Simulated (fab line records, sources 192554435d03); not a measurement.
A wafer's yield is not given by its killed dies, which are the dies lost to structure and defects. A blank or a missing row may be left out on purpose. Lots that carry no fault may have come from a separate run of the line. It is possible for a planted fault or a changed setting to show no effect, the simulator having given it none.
8D (eight disciplines) problem report, filled in by code || flow n5-finfet || the parts of the form that need people (team, actions taken, sign-off) are left out

1. WHAT WENT WRONG
At N5_BEOL_M5_COAT_22, spin-speed-rpm averages 1622.0 rpm over 6 wafers from 2 lots, while fault-free wafers read 1500.1 rpm, standard deviation 1. So: +99 or more standard deviations from the usual mean.
The step: resist thk 30 nm.
First seen on wafer L172.3, day 11 13:27, on litho-track-02. The record has a number at this step for 18 wafers belonging to 6 lots. The rule behind "out" and "out of limits": a value lying over 4 standard deviations away from the usual mean. Any other wafer with a number is counted as sound.

2. WHAT IT IS, AND WHAT IT ISN'T
{"question": "which readings at this step", "is": "spin-speed-rpm", "is not": "-"}
{"question": "which lots", "is": "L172, L175", "is not": "L160, L167, L178, L181"}
{"question": "which wafers of those lots", "is": "all that have a number", "is not": "-"}
{"question": "read on which tools", "is": "litho-track-02", "is not": "litho-track-03, litho-track-05"}
{"question": "when", "is": "from day 11 13:27", "is not": "up to then (6 sound wafers); but 6 sound wafers of L178, L181 came after"}

3. WHAT RULES OUT EACH SUSPECT
Counting: any tool at a process step up to the reading is kept as a suspect provided that every lot that is out went through it and no sound lot did after the first of them.
- rie-diel-04 at N5_BEOL_M5_ETCH_72 (etches underlayer in N2/H2, target depth 6.5 nm, time 5.2 s): ruled out as a lasting fault. After its first lot that is out, L172 (day 11 12:50), sound lots L178 ran on it.
- rie-diel-04 at N5_BEOL_M5_ETCH_62 (etches SOC in N2/H2, target depth 75 nm, overetch 15 nm, time 112.5 s): ruled out as a lasting fault. After its first lot that is out, L172 (day 11 12:53), sound lots L178 ran on it.
- rie-diel-04 at N5_BEOL_M5_STRIP_64 (strips in CF4): ruled out as a lasting fault. After its first lot that is out, L172 (day 11 13:01), sound lots L178 ran on it.
- litho-track-02 at N5_BEOL_M5_COAT_22 (resist thk 30 nm): kept. Every lot that is out went through it, starting with L172 (day 11 13:27), and after that it ran no sound lot; the last sound lot it ran before then is L160 (day 8 13:34). On those wafers its own readings are out: spin-speed-rpm.
After counting, what remains is litho-track-02 at N5_BEOL_M5_COAT_22.

4. THE CAUSE (what the simulator had put in)
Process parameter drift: litho-track-02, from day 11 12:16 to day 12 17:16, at N5_BEOL_M5_COAT_22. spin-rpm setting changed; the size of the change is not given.
After counting, this tool was the only one left.

5. THE EFFECT CHAIN, in route order
Rows list readings where the struck wafers' mean (over those with a number) sits beyond 3 standard deviations from the usual. Scope: only readings with a usual standard deviation given in the record; hours: median across lots of the time from each lot's start at the first step in this table that gives one to its start at this step; sigmas: change in usual standard deviations.
{"hours": 0, "step": "N5_BEOL_M5_COAT_22", "reading": "spin-speed-rpm", "usual": "1500.1 rpm", "on struck wafers": 1622.0, "change": "+122.0", "sigmas": "+99 or more"}
Here are the process steps it includes:
- N5_BEOL_M5_COAT_22: resist thk 30 nm.
At these later measuring or inspecting steps, every struck wafer for which the step has a row has a number for every such reading, and none has moved that far: N5_BEOL_M5_CD_MEAS_28, N5_BEOL_M5_OVL_MEAS_29, N5_BEOL_M5_INSPECT_30.

6. WHAT WOULD HAVE CAUGHT IT SOONER
In this record the first reading out of limits was taken at day 11 13:27, 1 hour after the fault began at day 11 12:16.
